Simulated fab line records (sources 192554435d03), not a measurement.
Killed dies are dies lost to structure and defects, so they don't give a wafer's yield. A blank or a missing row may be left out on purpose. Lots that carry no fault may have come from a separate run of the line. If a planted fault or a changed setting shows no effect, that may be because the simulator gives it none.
fab line records | flow n5-finfet
record: lots: 4 | wafers: 12 | last-day: 16
route steps=1938 shown BEOL_M3@937 BEOL_M4@1111 PASSIVATION@1936
lots that met no fault: taken from a fault-free run of the same line
start-h: hours from the record's first day to the start of the lot's first wafer shown | wait-h: hours since the lot's step before | " as in the row above | L1.1+2: several wafers, shown together as one row | - either no value or no given start | * or withheld: withheld | < > ~ a bound
route shown NAME@n: a module of which the file shows steps, and the number in the route of the first | usual: mean and standard deviation over wafers with no fault | same: alike in all rows | chamber/n: place in a boat | sites: readings site by site | _std_site: how widely they spread, as a standard deviation | _edge_site: mean of outer sites minus mean of inner sites | radius-mm: how far each site lies from the wafer's centre | mask NAME#n: copy n | behind: the tool/chamber that last shaped the wafer | hold: cause of the lot's hold/its duration in hours/its outcome | device: names the non-switching transistor (n, p or np) | end of line: the tests these same wafers got at the end of their route | step lacking rows: just its recipe | killed: dies lost to structure and defects at the first sort, not the wafer's yield | map: per-die view of a wafer (x killed, . not killed, _ where there is no die)
set.NAME: the setting that was run; set.NAME@STEP: the one run at that earlier step | model.NAME: the simulator's own value behind a step, which no gauge read
certain route steps with their lots: each step a table, each wafer a row
services: the hour from which a tool's chamber was out of use, counted from the record's first day as start-h (under 0 if before that day), plus the number of hours and why
== steps ==
step: N5_BEOL_M3_COAT_73
recipe: resist: underlayer | temp-c: 205 | time-s: 60 | spin-rpm: 1500 | resist-thk-nm: 5
step: N5_BEOL_M3_COAT_05
recipe: resist: CAR-EUV | spin-rpm: 1500 | resist-thk-nm: 30
step: N5_BEOL_M3_EBR_07
recipe: solvent: PGMEA | ebr-width-mm: 1.5
step: N5_BEOL_M3_SOFTBAKE_06
recipe: temp-c: 110 | time-s: 60 | resist: CAR-EUV
step: N5_BEOL_M3_EXPOSE_08
recipe: mask-id: M3 | na: 0.33 | source-shape: dipole | sigma-inner: 0.369 | sigma-outer: 0.767 | polarization: unpolarized | dose-mj: 33
step: N5_BEOL_M3_PEB_09
recipe: peb-temp-c: 100 | peb-time-s: 60 | resist: CAR-EUV
step: N5_BEOL_M3_DEVELOP_10
recipe: develop-time-s: 30 | developer: TMAH | resist: CAR-EUV | rinse-liquid: surfactant-rinse | dry: air-spin | dev-temp-c: 23
step: N5_BEOL_M3_DESCUM_16
recipe: chemistry: O2 | time-s: 7 | source-power-w: 50 | bias-power-w: 20 | pressure-mtorr: 20 | rf-frequency-hz: 2.712e+07 | temp-c: 40 | resist: CAR-EUV | o2-flow-sccm: 225
step: N5_BEOL_M3_ETCH_74
recipe: chemistry: N2/H2 | target: underlayer | target-depth-a: 65 | mask-material: CAR-EUV | time-s: 5.2 | ion-energy-ev: 200 | pressure-mtorr: 30 | source-w: 840 | bias-w: 150 | n2-flow-sccm: 200 | h2-flow-sccm: 200 | ends: cleared
step: N5_BEOL_M3_ETCH_63
recipe: chemistry: CF4 | target: SiARC | target-depth-a: 156 | mask-material: CAR-EUV | time-s: 26 | ion-energy-ev: 80 | pressure-mtorr: 40 | source-w: 545 | bias-w: 36 | Ar_flow_sccm: 100 | cf4-flow-sccm: 100 | ends: cleared
usual: drypump-motor-current-A: 5.8/0.39 | etch-rf-on-time-s: 26.2/0.54 | oes-product-au: 0.63/0.046 | rf-vpp-V: 184.0/1.3 | showerhead-plenum-p-Torr: 2.14/0.071 | throttle-valve-pct: 15.68/0.14
lot.wafer | tool        | chamber | start-h | wait-h | drypump-motor-current-A | etch-rf-on-time-s | oes-product-au | rf-hours-counter-h | rf-vpp-V | showerhead-plenum-p-Torr | throttle-valve-pct
L323.1    | rie-diel-05 | 1       | 182.86  | 0.0    | 5.7                     | 27.4              | 0.60           | 175                | 182.1    | 2.05                     | 16.00
L323.3    | "           | 3       | "       | "      | 5.6                     | 26.0              | 0.61           | 219                | 183.9    | 2.20                     | 15.66
L323.6    | "           | 3       | "       | "      | 5.6                     | 26.2              | 0.61           | -                  | 185.6    | 2.20                     | 15.66
L330.1    | rie-diel-05 | 0       | 216.98  | 0.0    | 5.9                     | 25.8              | 0.71           | 85                 | 186.3    | 2.25                     | 15.62
L330.5    | "           | 1       | "       | "      | 5.7                     | 27.2              | 0.59           | -                  | 182.1    | 2.05                     | 16.02
L330.6    | "           | 0       | "       | "      | 5.9                     | 25.6              | 0.71           | -                  | 185.1    | 2.25                     | 15.63
L331.1    | rie-diel-05 | 2       | 230.34  | 0.0    | 5.6                     | 26.8              | 0.60           | 227                | 184.6    | 2.20                     | 15.70
L331.3    | "           | 1       | "       | "      | 5.7                     | 27.3              | 0.59           | 188                | 184.1    | 2.05                     | 16.01
L331.4    | "           | 3       | "       | "      | 5.6                     | 26.2              | 0.59           | 232                | 184.6    | 2.19                     | 15.70
L332.1    | rie-diel-02 | 0       | 238.11  | 0.0    | 5.7                     | 25.2              | 0.62           | 182                | 185.4    | 2.14                     | 15.62
L332.4    | "           | 1       | "       | "      | 6.2                     | 26.1              | 0.60           | 206                | 184.1    | 2.21                     | 15.71
L332.5    | "           | 3       | "       | "      | 5.9                     | 26.9              | 0.58           | -                  | 183.5    | 2.03                     | 15.74
step: N5_BEOL_M3_ETCH_64
recipe: chemistry: N2/H2 | target: SOC | target-depth-a: 750 | overetch-a: 150 | mask-material: SiARC | temp-c: 40 | time-s: 112.5 | ion-energy-ev: 200 | pressure-mtorr: 30 | source-w: 840 | bias-w: 150 | n2-flow-sccm: 200 | h2-flow-sccm: 200
step: N5_BEOL_M3_STRIP_65
recipe: chemistry: N2/H2 | temp-c: 40 | n2-flow-sccm: 200 | h2-flow-sccm: 200 | rf-frequency-hz: 6e+07
step: N5_BEOL_M3_STRIP_75
recipe: chemistry: N2/H2 | temp-c: 40 | n2-flow-sccm: 200 | h2-flow-sccm: 200 | rf-frequency-hz: 6e+07
step: N5_BEOL_M3_STRIP_66
recipe: chemistry: CF4 | resist: SiARC | power-w: 300 | bias-power-w: 75 | pressure-mtorr: 50 | cf4-flow-sccm: 150 | rf-frequency-hz: 6e+07
step: N5_BEOL_M3_HM_OPEN_17
recipe: chemistry: Cl2/BCl3 | target-depth-a: 200 | overetch-a: 60 | target: TiN | mask-material: SOC | ion-energy-ev: 150 | pressure-mtorr: 10 | icp-w: 1000 | bias-w: 126 | Cl2_flow_sccm: 53.25 | bcl3-flow-sccm: 21.75 | Ar_flow_sccm: 25
step: N5_BEOL_M3_STRIP_19
recipe: chemistry: O2 | power-w: 400 | temp-c: 40 | pressure-mtorr: 30 | rf-frequency-hz: 6e+07 | bias-power-w: 0 | overash-fraction: 0.2 | o2-flow-sccm: 225
step: N5_BEOL_M3_COAT_67
recipe: resist: SOC | temp-c: 250 | time-s: 60 | spin-rpm: 1500 | resist-thk-nm: 60
step: N5_BEOL_M3_COAT_68
recipe: resist: SiARC | temp-c: 220 | time-s: 60 | spin-rpm: 1500 | resist-thk-nm: 12
step: N5_BEOL_M3_COAT_76
recipe: resist: underlayer | temp-c: 205 | time-s: 60 | spin-rpm: 1500 | resist-thk-nm: 5
step: N5_BEOL_M3_COAT_22
recipe: resist: CAR-EUV | spin-rpm: 1500 | resist-thk-nm: 30
step: N5_BEOL_M3_EBR_24
recipe: solvent: PGMEA | ebr-width-mm: 1.5
step: N5_BEOL_M3_SOFTBAKE_23
recipe: temp-c: 110 | time-s: 60 | resist: CAR-EUV
step: N5_BEOL_M3_EXPOSE_25
recipe: mask-id: V2 | na: 0.33 | source-shape: quasar | sigma-inner: 0.2 | sigma-outer: 0.8 | polarization: unpolarized | defocus-nm: 5 | dose-mj: 63
step: N5_BEOL_M3_PEB_26
recipe: peb-temp-c: 100 | peb-time-s: 60 | resist: CAR-EUV
step: N5_BEOL_M3_DEVELOP_27
recipe: develop-time-s: 30 | developer: TMAH | resist: CAR-EUV | rinse-liquid: surfactant-rinse | dry: air-spin | dev-temp-c: 23
step: N5_BEOL_M3_INSPECT_30
recipe: mode: adi | inspect-instrument: brightfield
usual: raw-defect-count: 411/99
lot.wafer | tool              | chamber | start-h | wait-h | raw-defect-count
L323.1    | defect-inspect-02 | -       | 183.80  | 0.1    | 428
L323.3    | "                 | -       | "       | "      | 291
L323.6    | "                 | -       | "       | "      | 441
L330.1    | defect-inspect-02 | -       | 217.78  | 0.1    | 971
L330.5    | "                 | -       | "       | "      | 987
L330.6    | "                 | -       | "       | "      | 921
L331.1    | defect-inspect-02 | -       | 231.26  | 0.1    | 898
L331.3    | "                 | -       | "       | "      | 857
L331.4    | "                 | -       | "       | "      | 913
L332.1    | defect-inspect-01 | -       | 239.11  | 0.1    | 470
L332.4    | "                 | -       | "       | "      | 425
L332.5    | "                 | -       | "       | "      | 497
step: N5_BEOL_M3_DESCUM_33
recipe: chemistry: O2 | time-s: 7 | source-power-w: 50 | bias-power-w: 20 | pressure-mtorr: 20 | rf-frequency-hz: 2.712e+07 | temp-c: 40 | resist: CAR-EUV | o2-flow-sccm: 225
step: N5_BEOL_M4_RC_MEAS_101
usual: DIBL_N: 36.0/1.6 | DIBL_P: 36.1/2 | IOFF_N: 0.160/0.029 | IOFF_P: 0.21/0.039 | ION_N: 675/13 | ION_P: 464/8.8 | SS_N: 71.5/0.58 | SS_P: 73.3/0.65 | VT_N: 250/3.3 | VT_P: -249/3.6
lot.wafer | tool      | chamber | start-h | wait-h | DIBL_N[mV/V] | DIBL_P[mV/V] | IOFF_N[nA/um] | IOFF_P[nA/um] | ION_N[uA/um] | ION_P[uA/um] | SS_N[mV/dec] | SS_P[mV/dec] | VT_N[mV] | VT_P[mV]
L323.1    | prober-01 | 0       | 204.34  | 0.0    | 35.6         | 35.6         | 0.160         | 0.19          | 655          | 449          | 71.4         | 73.5         | 252      | -252
L323.3    | "         | 0       | "       | "      | 35.5         | 37.7         | 0.152         | 0.21          | 669          | 455          | 71.2         | 74.0         | 254      | -251
L323.6    | "         | 0       | "       | "      | 37.6         | 38.3         | 0.188         | 0.23          | 671          | 457          | 71.9         | 74.1         | 249      | -249
L330.1    | prober-01 | 0       | 238.30  | 0.0    | 34.3         | 33.0         | 0.147         | 0.19          | 674          | 464          | 71.0         | 73.0         | 250      | -248
L330.5    | "         | 0       | "       | "      | 35.2         | 35.4         | 0.157         | 0.21          | 670          | 460          | 70.6         | 73.1         | 247      | -248
L330.6    | "         | 0       | "       | "      | 36.9         | 36.1         | 0.189         | 0.24          | 674          | 463          | 70.8         | 73.1         | 247      | -244
L331.1    | prober-02 | 0       | 244.03  | 0.0    | 36.5         | 35.4         | 0.163         | 0.22          | 673          | 463          | 71.4         | 73.5         | 250      | -248
L331.3    | "         | 0       | "       | "      | 34.7         | 34.4         | 0.143         | 0.20          | 686          | 467          | 71.8         | 72.1         | 249      | -251
L331.4    | "         | 0       | "       | "      | 37.0         | 36.9         | 0.184         | 0.24          | 688          | 476          | 71.2         | 74.4         | 243      | -245
L332.1    | prober-01 | 0       | 264.87  | 0.0    | 36.4         | 35.4         | 0.150         | 0.17          | 661          | 451          | 70.8         | 73.2         | 249      | -254
L332.4    | "         | 0       | "       | "      | 37.1         | 36.9         | 0.173         | 0.20          | 675          | 453          | 71.7         | 73.7         | 247      | -252
L332.5    | "         | 0       | "       | "      | 39.3         | 38.7         | 0.223         | 0.23          | 694          | 459          | 71.8         | 73.7         | 244      | -251
step: N5_PASSIVATION_PROBE_49
usual: defect-limited-yield: 91.0/1.3 | killed_at_M0_to_M3: 36/9.5 | killed_at_M4_up: 14/5.6 | killed-at-contacts: 12/6.4 | killed-at-front-end: 40/10 | killed-at-other: 3.2/3 | killed-dies: 107/15 | killed-open: 69/12 | killed-short: 35/7.7 | sort_bin_5_function: 5.3/0.91 | sort_bin_6_memory: 3.3/0.65 | sort_bin_8_speed: 0.00/0.012 | sort-n-pass: 1073/15 | sort-yield-pct: 91.0/1.3
same: gross-dies: 1180 | killed-at-back-side: 0 | sort_bin_4_leakage[%]: 0
lot.wafer | tool      | chamber | start-h | wait-h | defect-limited-yield[%] | killed_at_M0_to_M3 | killed_at_M4_up | killed-at-contacts | killed-at-front-end | killed-at-other | killed-dies | killed-open | killed-short | sort_bin_5_function[%] | sort_bin_6_memory[%] | sort_bin_8_speed[%] | sort-n-pass | sort-yield-pct[%]
L330.1    | prober-02 | -       | 354.61  | 0.0    | 79.6                    | 150                | 14              | 17                 | 56                  | 4               | 241         | 80          | 40           | 13.1                   | 4.7                  | 0                   | 939         | 79.6
L330.5    | prober-02 | -       | 354.81  | 0.2    | 83.6                    | 120                | 17              | 11                 | 44                  | 2               | 194         | 72          | 42           | 9.3                    | 5.3                  | 0                   | 986         | 83.6
L330.6    | prober-02 | -       | 354.86  | 0.3    | 79.0                    | 167                | 15              | 29                 | 36                  | 1               | 248         | 70          | 37           | 12.5                   | 5.3                  | 0                   | 932         | 79.0
L331.1    | prober-02 | -       | 358.16  | 0.0    | 80.9                    | 161                | 19              | 3                  | 39                  | 3               | 225         | 72          | 41           | 11.7                   | 4.8                  | 0                   | 955         | 80.9
L331.3    | prober-02 | -       | 358.26  | 0.1    | 83.4                    | 121                | 15              | 7                  | 50                  | 3               | 196         | 76          | 38           | 10.2                   | 4.3                  | 0                   | 984         | 83.4
L331.4    | prober-02 | -       | 358.31  | 0.2    | 87.3                    | 76                 | 27              | 5                  | 36                  | 6               | 150         | 72          | 31           | 7.0                    | 3.6                  | 0                   | 1030        | 87.3
killed by level:class
L330.1 BEOL_M3:unspecified=117 STI_FIN_REVEAL:geometric-particle:open=15 MOL_CONTACT_COAG:geometric-particle:open=11 GATE_CUT:geometric-particle:short=10 BEOL_M2:geometric-particle:open=9 BEOL_M3:geometric-particle:open=7 FIN_SAQP:geometric-particle:short=6 MOL_CONTACT_COAG:geometric-particle:short=6
L330.5 BEOL_M3:unspecified=75 BEOL_M0_SAQP:geometric-particle:open=14 STI_FIN_REVEAL:geometric-particle:open=11 BEOL_M2:geometric-particle:open=9 MOL_CONTACT_COAG:geometric-particle:open=8 BEOL_M0_SAQP:geometric-particle:short=8 GATE_CUT:geometric-particle:short=6 DUMMY_GATE:geometric-particle:open=5
L330.6 BEOL_M3:unspecified=123 MOL_CONTACT_COAG:geometric-particle:open=23 BEOL_M0_SAQP:geometric-particle:short=12 HKMG_FIN:area-etch=12 BEOL_M0_SAQP:geometric-particle:open=9 BEOL_M2:geometric-particle:open=9 STI_FIN_REVEAL:geometric-particle:open=8 MOL_CONTACT_COAG:geometric-particle:short=6
L331.1 BEOL_M3:unspecified=110 BEOL_M1:geometric-particle:open=17 STI_FIN_REVEAL:geometric-particle:open=12 BEOL_M0_SAQP:geometric-particle:short=10 FIN_SAQP:geometric-particle:short=7 BEOL_M0_SAQP:geometric-particle:open=7 GATE_CUT:geometric-particle:short=5 BEOL_M2:geometric-particle:open=5
L331.3 BEOL_M3:unspecified=79 STI_FIN_REVEAL:geometric-particle:open=16 BEOL_M1:geometric-particle:short=10 FIN_SAQP:geometric-particle:open=8 BEOL_M2:geometric-particle:open=8 BEOL_M4:geometric-particle:open=7 BEOL_M0_SAQP:geometric-particle:short=6 BEOL_M0:geometric-particle:open=5
L331.4 BEOL_M3:unspecified=47 STI_FIN_REVEAL:geometric-particle:open=10 BEOL_M1:geometric-particle:open=9 BEOL_M4:geometric-particle:open=9 FIN_SAQP:geometric-particle:open=7 BEOL_M0_SAQP:geometric-particle:short=6 FIN_SAQP:geometric-particle:short=5 MOL_CONTACT_COAG:geometric-particle:open=4
map L330.6 (x killed, . not)
_________________x.....xx....________________
______________..x.x.....x......._____________
___________............x.......x.x.__________
__________.........x.......x.....x.._________
________..x.......x.......x.xxx...xxx._______
_______....x....x...........xxx.xxxxxx.______
______.x..................x.xxxxxxxxxx.._____
_____.........xxxx..........xxxxxxxxxxxxx____
____...................xx...xxxxxxxxxxxx.x___
___.x............x....x....xxxxxxxxxxxx..xx__
___........................x.xxxxxxxxxxxxxx__
__xx.............xx..........xxxxxxxxxxxxx.._
__.xx.................x....xxxxxxxxxxxxx.x.x_
_..........xx................xxxxxxxxxx.x....
_.......x....x............x..x.xxx.xx...x....
_x.x.........................x..xx...........
_......x............x...............x.x......
_....x.x..x..........x...x...................
_x...........xx........x..x..................
_..................x........x....x....x..x.x.
_.........................x.....x....xx..x...
__x........................x..x............._
__x...x......x..xx...........x.x............_
___................x....x..x......x...x....__
___.x..........x....x.................x....__
____........x........x.x.xx...x.x.........___
_____....xx....................xx.....x..____
______.x....x.....x...........xx........_____
_______.............x....x.x....x......______
________...x...x......................_______
__________...x............x....x...._________
___________...........x.......x....__________
______________..xx.x.......xx..._____________
_________________............________________
map L331.1 (x killed, . not)
_________________..........x.________________
______________.....x...x.xx....._____________
___________..xx....x.....x...x.....__________
__________...x......................_________
________x.................x......x...._______
_______........x...............x.......______
______.................x.....xx........._____
_____.........x....x.....x..............x____
____......x.......x........x.x.x..........___
___....x.x...x...x.........................__
___........x.x..............x..............__
__x...............................x......xx._
__...............................x.........._
_...x........................x.....x.x..x....
_x......................xxx.........x........
_......................x......x.xx...........
_x..............x......x..........x.x..x.....
_......x...x....x...xx.x..............x......
_x.............x.x..xxxx.xx....x...x...x.....
_...........x...xxxxxxxxx...x..........xx...x
_....x........xxxxxxxxxxx....x.xx............
__....x......xxxxxxxxxxxxxx................._
__x...........xxxxxxxxxxxx.xx.x.......x....._
___.......x....xxxxxxxxxxx.....x...........__
___...x.......xxxxxxxxxx.x......x.........x__
____....x.....x.xxxxxxxxx......x....x.....___
_____..x.......xxxxxxxx.xx.x.............____
______......xxx..x.xxxxxx.....x.......x._____
_______...........x..x.x.x..........xx.______
________.........x.x.................._______
__________.......x...x........x....._________
___________..x...x...........xx.xx.__________
______________.....x..........x._____________
_________________..x....x....________________
== services ==
tool        | chamber | start-h | hours | kind
rie-diel-02 | 1       | 163.00  | 10.2  | repair
rie-diel-05 | 1       | 177.64  | 1.4   | repair
== key ==
first-sign: step: N5_BEOL_M3_INSPECT_30 | reading: raw-defect-count | direction: up | sigmas: 5.2 | usual: 411 | struck: 924
effect: step: N5_PASSIVATION_PROBE_49 | reading: killed_at_M0_to_M3 | direction: up | sigmas: 10 | usual: 36 | struck: 132
more-kills-born-at: N5_BEOL_M3_ETCH_63@rie-diel-05: 551
met-at N5_BEOL_M3_ETCH_63
struck-wafers L330.1,L330.5,L330.6,L331.1,L331.3,L331.4
baseline-loss: step: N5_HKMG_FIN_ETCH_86 | wafers: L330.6
onset-between 182.86 216.98
fault: kind: chamber-particle-source | tool: rie-diel-05 | chamber: - | onset-h: 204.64 | steps: N5_BEOL_M3_ETCH_63 | rate-per-visit-cm2: 0.8082 | end-h: 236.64
baseline-loss: these wafers lose ten dies or more at that step, a loss of the line's own and not of a fault; the sort's usual values leave them out
